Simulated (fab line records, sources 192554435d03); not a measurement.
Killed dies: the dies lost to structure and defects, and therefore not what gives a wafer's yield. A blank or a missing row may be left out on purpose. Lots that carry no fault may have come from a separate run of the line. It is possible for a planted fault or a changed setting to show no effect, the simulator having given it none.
Lot-split experiment	flow n5-finfet	21 wafers read across 7 lots, on a route 1938 steps long

## THE SPLIT ITSELF
At N5_WELL_APT_COAT_02 (resist thk 950 nm), the setting spin-rpm was moved away from the recipe's 1357 rpm on 5 of the 21 wafers read, by -10.5% to +9.1%. All remaining wafers had this setting at the recipe value.

Reading taken at the split's own step.

## THE READING
coat_of_WELL_APT_COAT_02.thk-nm (the simulator's own value, which no gauge read), in nm, at N5_WELL_APT_COAT_02 (resist thk 950 nm). The file does not state a usual value for it. The 16 wafers here that ran the recipe average 951.7 nm, standard deviation 3.5 nm.

wafer	tool, chamber at the split	spin-rpm as run, rpm	against the recipe	coat_of_WELL_APT_COAT_02.thk-nm, nm	against lot-mates on the recipe
L074.1	litho-track-03, 0	1480	+9.1%	911	-43.2
L074.2	litho-track-03, 0	1480	+9.1%	913.5	-40.7
L074.5	litho-track-03, 0	1357	recipe	954.2	-
L075.1	litho-track-03, 0	1357	recipe	955	-
L075.4	litho-track-03, 0	1357	recipe	959.4	-
L075.6	litho-track-03, 0	1357	recipe	956.8	-
L079.1	litho-track-01, 0	1357	recipe	948	-
L079.4	litho-track-01, 0	1217	-10.3%	1002	+54.0
L079.5	litho-track-01, 0	1217	-10.3%	1005	+57.0
L081.1	litho-track-01, 0	1357	recipe	954.3	-
L081.3	litho-track-01, 0	1357	recipe	953.3	-
L081.5	litho-track-01, 0	1357	recipe	951.8	-
L085.1	litho-track-02, 0	1357	recipe	948.3	-
L085.4	litho-track-02, 0	1357	recipe	946.8	-
L085.6	litho-track-02, 0	1357	recipe	947.5	-
L086.1	litho-track-01, 0	1357	recipe	948.9	-
L086.4	litho-track-01, 0	1357	recipe	949.1	-
L086.6	litho-track-01, 0	1357	recipe	949.8	-
L092.1	litho-track-01, 0	1357	recipe	952.3	-
L092.3	litho-track-01, 0	1215	-10.5%	1007	+54.9
L092.5	litho-track-01, 0	1357	recipe	952	-

FIT RESULTS
A straight line over all 21 wafers: coat_of_WELL_APT_COAT_02.thk-nm changes by -4.83 nm for each +1% of spin-rpm; r = -0.99; the points scatter about the line by 3.7 nm.
The same after taking each lot's own level away (the mean of its wafers on the recipe; 21 wafers): -5.07 nm for each +1%; r = -1.00; scatter 1.9 nm.
That fit puts the effect of the largest move of spin-rpm on the reading at 53 nm.
From 947.53 to 957.07 nm: that is the span of the lots' own levels, equal to 2.7 times the standard deviation above.
Consequently the slope shifts little with the lot-to-lot level, the two slopes agreeing.
Check: with one of the wafers moved furthest among these (-10.5%) left out of the fit, the line predicts +53.5 nm for it against its lot-mates. It came out at +54.9 nm against them.

## ADDITIONAL SPLITS CARRIED BY THESE WAFERS
These wafers also went through other splits before the reading. Each is held against what the fit with the lots' levels taken away leaves over:
other split on the same wafers	wafers away from the commonest value	r with coat_of_WELL_APT_COAT_02.thk-nm (lot level and that fit taken away)
N5_ZERO_LAYER_PECVD_02 time-s	10	-0.49
N5_ZERO_LAYER_COAT_05 spin-rpm	3	-0.25
N5_ZERO_LAYER_PEB_09 peb-time-s	as run: not given for these wafers	-

## THE FILE'S OWN FIT
coat_of_WELL_APT_COAT_02.thk-nm changes by -5.13 nm for each +1% of spin-rpm, r = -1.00.
